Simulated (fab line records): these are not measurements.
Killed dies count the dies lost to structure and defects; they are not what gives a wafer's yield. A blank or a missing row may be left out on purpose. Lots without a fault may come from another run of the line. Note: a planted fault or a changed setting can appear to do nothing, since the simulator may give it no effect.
Struck lot and sound lot, side by side + flow n5_finfet + 41 steps out of a route of 1938
Sound: these wafers, L138.3, L138.5, L138.6. Struck: wafer L131.3. (L131.1, L131.4 of the same lot were not struck and are left out.) The cause comes at the end.
Order at every step that has rows: each side's tool, ch and its chambers, its first start. Under that, the readings that differ: sound wafers + struck wafers + difference of the means + sigmas: that difference in standard deviations of wafers without a fault.
alike: readings whose means differ by less than 2 such deviations, and words and numbers that are the same on both sides. not compared: withheld readings, readings that some wafer has no value for, bounds like >300 that may hide the same value, and numbers for which the record gives no deviation and whose values overlap.
The two part at a step that has a row with sigmas, a row that says differs or no value, or rows on one side only. Numbers that don't overlap but have no deviation are shown without sigmas and don't part them. A reading that every wafer of one side lacks parts them only if that side has two wafers or more.

first, 4 steps without rows for these wafers: N5_BEOL_M9_HM_STRIP_39 (strips TiN in peroxide tin strip, target depth 25 nm, time 158 s); N5_BEOL_M9_SRD_40 (time 30 s); N5_BEOL_M9_PRECLEAN_42 (cleans in residue remover, time 60 s); N5_BEOL_M9_SRD_43 (time 30 s).
N5_BEOL_M9_CD_MEAS_35: target cd 70 nm, target cd y 40 nm.
  sound: cd_sem-01 at day 15 14:22; struck: cd_sem-03 at day 12 10:17
  alike: cd_nm
then, 4 steps without rows for these wafers: N5_BEOL_M9_CURE_72 (cures SiCOH lowk, time 120 s); N5_BEOL_M9_DEGAS_44 (time 60 s); N5_BEOL_M9_PRE_CLEAN_45 (time 30 s); N5_BEOL_M9_ALD_74 (deposits TaN, target thk 2 nm, pulse time 2 s, purge time 3 s).
N5_BEOL_M9_SURFACE_TREAT_79:
  sound: pvd_sputter-02 at day 15 15:40; struck: pvd_sputter-01 at day 12 11:08
  not compared: throttle_valve_pct
then, 2 steps without rows for these wafers: N5_BEOL_M9_CVD_78 (deposits Co from CCTBA/H2, target thk 2 nm, time 138.9 s); N5_BEOL_M9_SPUTTER_48 (material Cu, target thk 12 nm, time 2 s).
N5_BEOL_M9_ECD_50: material Cu, target thk 318 nm.
  sound on ecd_cu-02 ch 0,1, day 15 16:35; struck on ecd_cu-01 ch 0,1, day 12 11:26
then, 1 step without rows for these wafers: N5_BEOL_M9_ANNEAL_51 (time 90 s).
N5_BEOL_M9_CMP_52: polishes, stops on SiCOH lowk, t overpolish 7 s, target thk 140 nm.
  sound on cmp-03 ch 0,1, day 15 16:58; struck on cmp-04 ch 0, day 12 12:05
  alike: barrier_field_endpoint_s, motor_current_A, overpolish_run_s, time_to_endpoint_s
N5_BEOL_M9_THK_MEAS_53: measures by xrf.
  sound: film_metro-02 at day 15 17:16; struck: film_metro-02 at day 12 12:23
  alike: M9_THK
then, 1 step without rows for these wafers: N5_BEOL_M9_PRE_CLEAN_55 (time 15 s).
N5_BEOL_M9_DEP_56: deposits SiCN from 3MS/NH3, target thk 15 nm, time 26.5 s.
  sound on pecvd-04 ch 0,1,2, day 15 17:20; struck on pecvd-02 ch 2, day 12 12:27
  alike: showerhead_plenum_p_Torr, showerhead_vpp_V, throttle_valve_pct
N5_BEOL_M9_RS_MEAS_57: a four-point-probe measurement.
  sound: film_metro-02 at day 15 17:24; struck: film_metro-01 at day 12 12:31
  alike: M9_RS
then, 1 step without rows for these wafers: N5_BEOL_M10_ILD_DEP_00 (deposits SiCOH lowk from DEMS/porogen, target thk 308.51 nm, time 58 s).
N5_BEOL_M10_CURE_71: cures SiCOH lowk, time 240 s.
  sound on uv_cure-01 ch 0, day 15 17:52; struck on uv_cure-02 ch 1, day 12 12:40
| reading            | sound             | struck | difference | sigmas |
|--------------------|-------------------|--------|------------|--------|
| lamp_power_pct (%) | 52.32 52.39 52.36 | 52.21  | -0.15      | -2     |
  alike: wafer_temp_C_max
N5_BEOL_M10_THK_MEAS_01:
  sound: film_metro-01 at day 15 18:32; struck: film_metro-01 at day 12 13:10
  alike: M10_ILD_THK
then, 10 steps without rows for these wafers: N5_BEOL_M10_PECVD_70 (deposits SiO2 from TEOS/O2, target thk 20 nm, time 22.7 s); N5_BEOL_M10_HM_DEP_02 (deposits TiN, target thk 20 nm); N5_BEOL_M10_COAT_59 (time 60 s, resist thk 100 nm); N5_BEOL_M10_COAT_60 (time 60 s, resist thk 30 nm); N5_BEOL_M10_COAT_05 (resist thk 90 nm); N5_BEOL_M10_EBR_07; N5_BEOL_M10_SOFTBAKE_06 (time 60 s); N5_BEOL_M10_EXPOSE_08 (exposes mask M10); N5_BEOL_M10_PEB_09 (peb time 60 s); N5_BEOL_M10_DEVELOP_10 (develop time 30 s).
N5_BEOL_M10_CD_MEAS_11: target cd 64.1 nm.
  sound on cd_sem-01 ch 0, day 15 19:05; struck on cd_sem-02 ch 0, day 12 14:34
  alike: cd_nm
N5_BEOL_M10_OVL_MEAS_12:
  sound on overlay-01 ch 0, day 15 19:07; struck on overlay-01 ch 0, day 12 14:36
| reading      | sound       | struck | difference | sigmas |
|--------------|-------------|--------|------------|--------|
| M10_OVL (nm) | 0.1 0.0 0.0 | 1.6    | +1.6       | +2     |
then, 5 steps without rows for these wafers: N5_BEOL_M10_DESCUM_16 (chemistry O2, time 7.9 s); N5_BEOL_M10_ETCH_61 (etches SiARC in CF4, target depth 39 nm, time 65 s); N5_BEOL_M10_ETCH_62 (etches SOC in N2/H2, target depth 110 nm, overetch 22 nm, time 165 s); N5_BEOL_M10_STRIP_68 (strips in N2/H2); N5_BEOL_M10_STRIP_67 (strips in CF4).
N5_BEOL_M10_HM_OPEN_17: chemistry Cl2/BCl3, target TiN, target depth 20 nm, overetch 6 nm.
  sound on rie_metal-01 ch 0,1, day 15 19:31; struck on rie_metal-02 ch 1, day 12 15:00
| reading               | sound          | struck | difference | sigmas |
|-----------------------|----------------|--------|------------|--------|
| oes_product_au (a.u.) | 0.83 0.81 0.69 | 0.64   | -0.14      | -2     |
  alike: chamber_pressure_mTorr, drypump_motor_current_A, throttle_valve_pct
  not compared: rf_hours_counter_h
-- a jump in the record: the struck wafers' starts before and after are 2 days apart (it breaks off in module BEOL_M10 and resumes in module PASSIVATION, where the first step shown is number 1936 of the route) --
N5_PASSIVATION_PROBE_49:
  only the struck wafers here have rows in the record (prober-02, day 14 17:21); the sound ones have none

WHERE THEY PART
Earliest at N5_BEOL_M10_CURE_71; latest, in this record, at N5_PASSIVATION_PROBE_49.

WHY: whatever the simulator had introduced
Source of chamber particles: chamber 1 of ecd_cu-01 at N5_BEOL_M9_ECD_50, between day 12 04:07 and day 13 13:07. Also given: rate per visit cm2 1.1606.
